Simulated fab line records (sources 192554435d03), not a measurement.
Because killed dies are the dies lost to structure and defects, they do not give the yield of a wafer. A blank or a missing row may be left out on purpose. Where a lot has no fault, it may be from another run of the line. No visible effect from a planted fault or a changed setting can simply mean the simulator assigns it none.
The same fault as seen by 3 desks -- flow n5 finfet -- each desk has only its own numbers; what lay behind them comes last

FOR THE TOOL OWNER'S DESK: rie diel-04
The tool's own readings at N5_MOL_CONTACT_COAG_ETCH_15 (etches SiNx in CH3F/O2, stops on Si:P, target depth 7 nm): means of the sampled wafers that have a number, for each lot that ran on this tool. Any lot whose mean is over 4 standard deviations away from the usual mean is out of limits and marked OUT; that distance is given in the brackets.
Columns: A = drypump motor current A at N5_MOL_CONTACT_COAG_ETCH_15, usual 5.6 A; B = oes product au at N5_MOL_CONTACT_COAG_ETCH_15, usual 0.56 a.u.; C = rf fwd power W at N5_MOL_CONTACT_COAG_ETCH_15, usual 391.8 W; D = rf vpp V at N5_MOL_CONTACT_COAG_ETCH_15, usual 299 V; E = showerhead plenum p Torr at N5_MOL_CONTACT_COAG_ETCH_15, usual 2.00 Torr; F = throttle valve pct at N5_MOL_CONTACT_COAG_ETCH_15, usual 16.35 %
lot,first seen here,A,B,C,D,E,F
L951,day 5 13:20,5.8,0.56,391.9,299,2.00,16.34
L960,day 7 19:34,5.9,0.52,440.8 (+35) OUT,285,2.01,16.46
L961,day 7 22:13,5.8,0.54,416.6 (+18) OUT,291,1.99,16.38
Finding of this desk: L960, L961 out of limits; the first was L960 at day 7 19:34, on rf fwd power W at N5_MOL_CONTACT_COAG_ETCH_15. In limits: L951.

THE DEFECT DESK
What the inspections along the route counted, lot by lot: means of the sampled wafers that have a number. Any lot whose mean is over 4 standard deviations away from the usual mean is out of limits and marked OUT; that distance is given in the brackets.
Columns: A = raw defect count at N5_MOL_CONTACT_COAG_INSPECT_10, usual 65
lot,first seen here,A
L949,day 4 22:51,59
L951,day 5 13:00,57
L960,day 7 19:18,52
L961,day 7 21:40,56
L966,day 9 03:40,66
L970,day 10 04:14,77
This desk's finding: nothing out of limits on any of the 6 lots.

AT THE METROLOGY DESK
Lot by lot, what the gauges showed, no matter which tool ran the lot: averages of those sampled wafers that carry a number. Any lot whose mean is over 4 standard deviations away from the usual mean is out of limits and marked OUT; that distance is given in the brackets. 7 of its 12 readings are shown, namely those furthest out on some lot.
Columns: A = CA_OVL at N5_MOL_CONTACT_COAG_OVL_MEAS_09, usual -0.2 nm; B = DIBL_N at N5_BEOL_M4_RC_MEAS_101, usual 36.4 mV/V; C = DIBL_P at N5_BEOL_M4_RC_MEAS_101, usual 35.9 mV/V; D = IOFF_N at N5_BEOL_M4_RC_MEAS_101, usual 0.152 nA/um; E = ION_N at N5_BEOL_M4_RC_MEAS_101, usual 670 uA/um; F = ION_P at N5_BEOL_M4_RC_MEAS_101, usual 459 uA/um; G = VT_N at N5_BEOL_M4_RC_MEAS_101, usual 251 mV
lot,first seen here,A,B,C,D,E,F,G
L949,day 4 22:46,-0.6,35.8,34.2,0.133,663,457,251
L951,day 5 12:55,0.2,37.0,34.5,0.139,664,454,253
L960,day 7 19:13,-0.8,35.9,34.8,0.144,672,458,254
L961,day 7 21:34,0.2,36.0,35.5,0.140,670,459,252
L966,day 9 03:35,-1.2,35.3,35.0,0.117,645,450,258
L970,day 10 04:08,0.4,33.9,33.9,0.117,657,456,256
This desk's finding: nothing out of limits on any of the 6 lots.

BROUGHT TOGETHER
An alarm could have come from the tool owner's desk at day 7 19:34, on L960, L961.
Nothing out of limits was seen by the defect desk.
The metrology desk saw nothing out of limits.
The defect desk has L960, L961 on record, within its limits.
The metrology desk has L960, L961 on record, within its limits.
Every lot named ran N5_MOL_CONTACT_COAG_ETCH_15 on rie diel-04.

WHAT WAS PUT IN BY THE SIMULATOR
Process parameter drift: rie diel-04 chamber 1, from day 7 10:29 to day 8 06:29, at N5_MOL_CONTACT_COAG_ETCH_15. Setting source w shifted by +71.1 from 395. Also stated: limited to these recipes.
Shown lots that were struck: L960, L961.
Time in hours from fault onset to the first out-of-limits reading at each desk: the tool owner's desk, 9.
